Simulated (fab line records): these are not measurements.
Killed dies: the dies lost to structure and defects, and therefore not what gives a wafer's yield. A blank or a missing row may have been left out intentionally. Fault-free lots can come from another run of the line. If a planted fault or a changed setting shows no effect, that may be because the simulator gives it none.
Comparing a struck lot with a sound one | flow nand-harc | 36 out of 1302 route steps
Sound: these wafers, L247.1, L247.2, L247.3. Struck: wafer L255.2 (left out: L255.1, a lot-mate that was not struck); the cause follows at the end.
For every step that has rows: the tool of each side, followed by ch and its chambers, followed by its first start. Under that, the readings that differ: sound wafers | struck wafers | difference of the means | sigmas: that difference in standard deviations of wafers without a fault.
alike: readings with means less than 2 such deviations apart, plus words and numbers identical on both sides. not compared: withheld readings, readings lacking a value on some wafer, bounds such as >300 that could conceal the same value, and numbers that have no deviation in the record and whose values overlap.
The two part at a step that has a row with sigmas, a row that says differs or no value, or rows on one side only. Numbers that have no deviation but don't overlap get no sigmas and don't part them. Lack of a reading on every wafer of one side parts them only where that side has two or more wafers.

first, 2 steps without rows for these wafers: NHARC_A_SLIT_PRECLEAN_19 (cleans in SC1); NHARC_A_SLIT_SRD_20.
NHARC_A_SLIT_CD_MEAS_21:
  sound on cd-sem-03 at day 24 14:14; struck on cd-sem-01 at day 27 12:41
  alike: cd-nm
then, 3 steps without rows for these wafers: NHARC_A_SIN_REMOVE_WET_00 (chemistry H3PO4, time 15300 s); NHARC_A_SIN_REMOVE_PRECLEAN_01 (cleans in SC1); NHARC_A_SIN_REMOVE_SRD_02.
NHARC_A_SIN_REMOVE_INSPECT_04:
  sound on defect-inspect-01 at day 24 20:51; struck on defect-inspect-02 at day 27 17:50
  alike: raw-defect-count
NHARC_A_WL_FILL_ALD_00: deposits Al2O3, target thk 3 nm, pulse time 3 s, ald cycles 30.
  sound on ald-hk-02 ch 0,1,2, day 24 20:55; struck on ald-hk-02 ch 0, day 27 18:35
  alike: heater-power-w, precursor-pulse-height-rel
NHARC_A_WL_FILL_RTA_01: time 5 s.
  sound on rtp-anneal-02 ch 0, day 24 21:24; struck on rtp-anneal-01 ch 0, day 27 18:49
  reading            | sound          | struck | difference | sigmas
  lamp-power-pct (%) | 27.0 27.0 27.0 | 28.2   | +1.2       | +2
  alike: lamp_zone_4_pct, wafer_temp_C_max
then, 1 step without rows for these wafers: NHARC_A_WL_FILL_ALD_02 (deposits TiN, target thk 2 nm, pulse time 3 s, ald cycles 100).
NHARC_A_WL_FILL_CVD_03: deposits W, target thk 40 nm, time 279 s.
  sound on cvd-w-02 ch 0,1, day 24 22:03; struck on cvd-w-01 ch 1, day 27 19:55
  alike: heater-power-w, throttle-valve-pct
NHARC_A_WL_FILL_ETCHBACK_04: etches the open film in NF3, target depth 60 nm, time 120 s.
  sound on rie-metal-01 ch 0,1, day 24 22:25; struck on rie-metal-03 ch 1, day 27 20:37
  reading               | sound             | struck | difference | sigmas
  oes-product-au (a.u.) | 1.011 1.001 1.006 | 0.983  | -0.023     | -3
  alike: chamber-pressure-mTorr, drypump-motor-current-A
  not compared: rf-hours-counter-h
NHARC_A_WL_FILL_ETCHBACK_05: etches the open film in Cl2/BCl3, target depth 22 nm, time 60 s.
  sound on rie-metal-01 ch 0,1, day 24 22:40; struck on rie-metal-03 ch 0, day 27 20:51
  alike: chamber-pressure-mTorr, drypump-motor-current-A, oes-product-au
  not compared: rf-hours-counter-h
then, 12 steps without rows for these wafers: NHARC_A_WL_FILL_STRIP_27 (strips in N2/H2, time 20 s); NHARC_A_WL_FILL_STRIP_28 (strips in post etch residue remover, time 1200 s); NHARC_A_WL_FILL_PRECLEAN_06 (cleans in DIW, time 300 s); NHARC_A_WL_FILL_SRD_07; NHARC_A_WL_FILL_ANNEAL_08 (time 1800 s); NHARC_A_WL_FILL_ALD_10 (deposits SiO2, target thk 50 nm, pulse time 10 s, ald cycles 500); NHARC_A_WL_FILL_ETCHBACK_16 (etches the open film in C4F8/O2/Ar, target depth 120 nm, time 24 s); NHARC_A_WL_FILL_STRIP_29 (strips in O2, time 20 s); NHARC_A_WL_FILL_ETCHBACK_17 (etches the open film in Cl2/BCl3, target depth 4 nm, time 26.7 s); NHARC_A_WL_FILL_PRECLEAN_18 (cleans in dHF, time 30 s); NHARC_A_WL_FILL_SRD_21; NHARC_A_WL_FILL_CVD_23 (deposits poly-Si, target thk 40 nm, time 800 s).
NHARC_A_WL_FILL_ETCHBACK_26: etches the open film in HBr, target depth 52 nm, time 13.3 s.
  sound on rie-si-04 ch 0,2,3, day 25 14:08; struck on rie-si-04 ch 2, day 28 11:49
  reading                | sound       | struck | difference | sigmas
  rf-hours-counter-h (h) | 0.3 0.3 0.2 | 0.9    | +0.6       |
  alike: chamber-pressure-mTorr, drypump-motor-current-A, oes-product-au, throttle-valve-pct
then, 6 steps without rows for these wafers: NHARC_A_WL_FILL_PRECLEAN_30 (cleans in dHF, time 10 s); NHARC_A_WL_FILL_SRD_14; NHARC_A_WL_FILL_ALD_19 (deposits TiN, target thk 2 nm, pulse time 3 s, ald cycles 100); NHARC_A_WL_FILL_CVD_20 (deposits W, target thk 100 nm, time 74 s); NHARC_A_WL_FILL_CMP_12 (polishes, t overpolish 30 s, target thk 100 nm); NHARC_A_WL_FILL_SRD_31.
NHARC_A_WL_FILL_INSPECT_15:
  sound on defect-inspect-02 at day 25 15:16; struck on defect-inspect-02 at day 28 12:56
  alike: raw-defect-count
then, 2 steps without rows for these wafers: NHARC_A_CONTACT_DEP_24 (deposits SiO2, target thk 500 nm); NHARC_A_CONTACT_DEP_28 (deposits aC, target thk 7000 nm).
-- jump in the record: it breaks off in module A_CONTACT and resumes in module END (first step shown: number 1302 of the route), and 4 days separate the struck wafers' starts before and after --
NHARC_END_SORT_01:
  the record has rows for the struck wafers here (prober-01 ch 0, day 32 05:02) and none for the sound ones

WHERE THEY PART
Earliest at NHARC_A_WL_FILL_RTA_01; latest, in this record, at NHARC_END_SORT_01.

WHY: whatever the simulator had introduced
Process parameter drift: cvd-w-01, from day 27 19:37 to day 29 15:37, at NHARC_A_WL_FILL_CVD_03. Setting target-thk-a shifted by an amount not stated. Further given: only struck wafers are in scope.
